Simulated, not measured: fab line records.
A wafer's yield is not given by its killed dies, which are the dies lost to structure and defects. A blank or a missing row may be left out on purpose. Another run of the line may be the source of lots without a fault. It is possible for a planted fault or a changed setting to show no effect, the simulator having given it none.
The same fault as seen by 3 desks / flow nand harc / numbers are kept per desk, each desk with only its own; the story behind them comes last

## THE METROLOGY DESK
What the gauges read, lot by lot, whatever tool the lot ran on: means of the sampled wafers that have a number. If a lot's mean is further than 4 standard deviations from the usual mean, the lot is out of limits and carries the mark OUT (the distance appears in the brackets).
Columns: A = overlay x nm at NHARC_P_STI_OVL_MEAS_10, usual 2 nm; B = overlay y nm at NHARC_P_STI_OVL_MEAS_10, usual 2 nm
lot=L440; first seen here=day 3 05:13; A=-4; B=-2
lot=L444; first seen here=day 4 21:41; A=11; B=6
lot=L446; first seen here=day 5 17:44; A=-1; B=7
lot=L448; first seen here=day 6 16:05; A=-6; B=-3
lot=L449; first seen here=day 7 04:07; A=1; B=14
lot=L454; first seen here=day 9 03:44; A=-4; B=0
lot=L455; first seen here=day 9 10:43; A=3; B=-7
lot=L456; first seen here=day 9 22:12; A=4; B=9
lot=L458; first seen here=day 10 19:39; A=6; B=-7
lot=L459; first seen here=day 11 05:28; A=-0; B=-1
lot=L460; first seen here=day 11 15:10; A=4; B=0
lot=L461; first seen here=day 11 23:42; A=-4; B=9
Finding of this desk: none of the 12 lots has anything out of limits.

## THE DEFECT DESK
Lot by lot, what the route's inspections counted, given as the mean of those sampled wafers with a number. If a lot's mean is further than 4 standard deviations from the usual mean, the lot is out of limits and carries the mark OUT (the distance appears in the brackets).
Columns: A = raw defect count at NHARC_P_GATE_INSPECT_68, usual 181
lot=L440; first seen here=day 6 06:37; A=167
lot=L444; first seen here=day 7 18:14; A=195
lot=L446; first seen here=day 8 15:25; A=145
lot=L448; first seen here=day 9 16:29; A=325
lot=L449; first seen here=day 10 10:21; A=162
lot=L455; first seen here=day 12 10:13; A=170
lot=L454; first seen here=day 12 11:00; A=169
lot=L456; first seen here=day 12 18:17; A=254
lot=L458; first seen here=day 13 19:25; A=178
lot=L459; first seen here=day 14 04:50; A=276
lot=L461; first seen here=day 15 01:58; A=114
lot=L460; first seen here=day 15 02:11; A=142
Finding of this desk: none of the 12 lots has anything out of limits.

## DESK OF THE TOOL OWNER: rie diel-02
The tool's own readings at NHARC_P_GATE_STRIP_108 (strips in O2): means of the sampled wafers that have a number, for each lot that ran on this tool. If a lot's mean is further than 4 standard deviations from the usual mean, the lot is out of limits and carries the mark OUT (the distance appears in the brackets).
Columns: A = drypump motor current A at NHARC_P_GATE_STRIP_108, usual 5.8 A; B = oes product au at NHARC_P_GATE_STRIP_108, usual 0.995 a.u.; C = rf vpp V at NHARC_P_GATE_STRIP_108, usual 57.7 V; D = showerhead plenum p Torr at NHARC_P_GATE_STRIP_108, usual 3.50 Torr; E = throttle valve pct at NHARC_P_GATE_STRIP_108, usual 17.037 %
lot=L440; first seen here=day 5 10:38; A=6.0; B=1.000; C=58.2; D=3.64; E=17.034
lot=L446; first seen here=day 7 21:49; A=6.3; B=0.988; C=58.0; D=3.51; E=17.031
lot=L448; first seen here=day 8 22:49; A=6.0; B=0.997; C=57.2; D=3.49; E=17.051
lot=L454; first seen here=day 11 17:09; A=6.1; B=1.004; C=57.6; D=3.45; E=17.042
lot=L460; first seen here=day 14 07:55; A=6.2; B=0.999; C=57.3; D=3.36; E=17.040
Finding of this desk: none of the 5 lots has anything out of limits.

## ALL TOGETHER
Nothing out of limits was seen by the metrology desk.
No out-of-limits result turned up at the defect desk.
The desk of the tool owner found nothing out of limits.

## WHAT WAS PUT IN BY THE SIMULATOR
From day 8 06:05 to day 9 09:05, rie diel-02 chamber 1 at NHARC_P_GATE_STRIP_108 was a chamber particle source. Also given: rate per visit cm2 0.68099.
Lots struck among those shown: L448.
